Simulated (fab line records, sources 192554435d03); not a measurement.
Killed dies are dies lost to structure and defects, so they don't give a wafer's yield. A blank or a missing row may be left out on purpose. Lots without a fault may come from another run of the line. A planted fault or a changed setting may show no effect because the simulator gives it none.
Chamber matching | flow n5_finfet | N5_BEOL_M7_PECVD_70 on pecvd-01: 3 sister chambers
The step deposits SiO2 from TEOS/O2, target thk 20 nm, time 22.7 s. 3 wafers are shown with their chamber, then 9 later ones without.

WAFERS WITH THEIR CHAMBER
wafer  | chamber | throttle_valve_pct (%)
L092.1 | 2       | 21.0
L092.4 | 1       | 23.3
L092.5 | 0       | 22.7

WAFERS WITHOUT THEIR CHAMBER
wafer  | throttle_valve_pct (%)
L094.1 | 23.5
L094.5 | 22.8
L094.6 | 23.7
L095.3 | 22.9
L095.5 | 23.6
L095.6 | 23.0
L097.2 | 23.5
L097.4 | 22.9
L097.6 | 23.4

WHICH CHAMBER EACH WENT THROUGH
wafer  | from the rows above     | in truth
L094.1 | 1                       | 1
L094.5 | can't be placed: 0 or 1 | 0
L094.6 | 1                       | 1
L095.3 | can't be placed: 0 or 1 | 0
L095.5 | 1                       | 1
L095.6 | can't be placed: 0 or 1 | 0
L097.2 | 1                       | 1
L097.4 | can't be placed: 0 or 1 | 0
L097.6 | 1                       | 1
Placed correctly: 5 of 9. Can't be placed from these rows: 4 (the true chamber is among the candidates in 4). Placed wrongly: 0.
How it was worked out, from the rows above alone: a wafer's distance from a chamber is the root of the sum, over the readings, of the square of ((its reading less the chamber's mean) divided by the reading's scatter). The wafer belongs to the nearest chamber; if the next one is less than 2 further off, it can't be placed. A chamber's mean is the mean of its shown wafers. The scatter: with one shown wafer a chamber, the root of the mean of the squares of how far each hidden wafer lies from its nearest shown one.
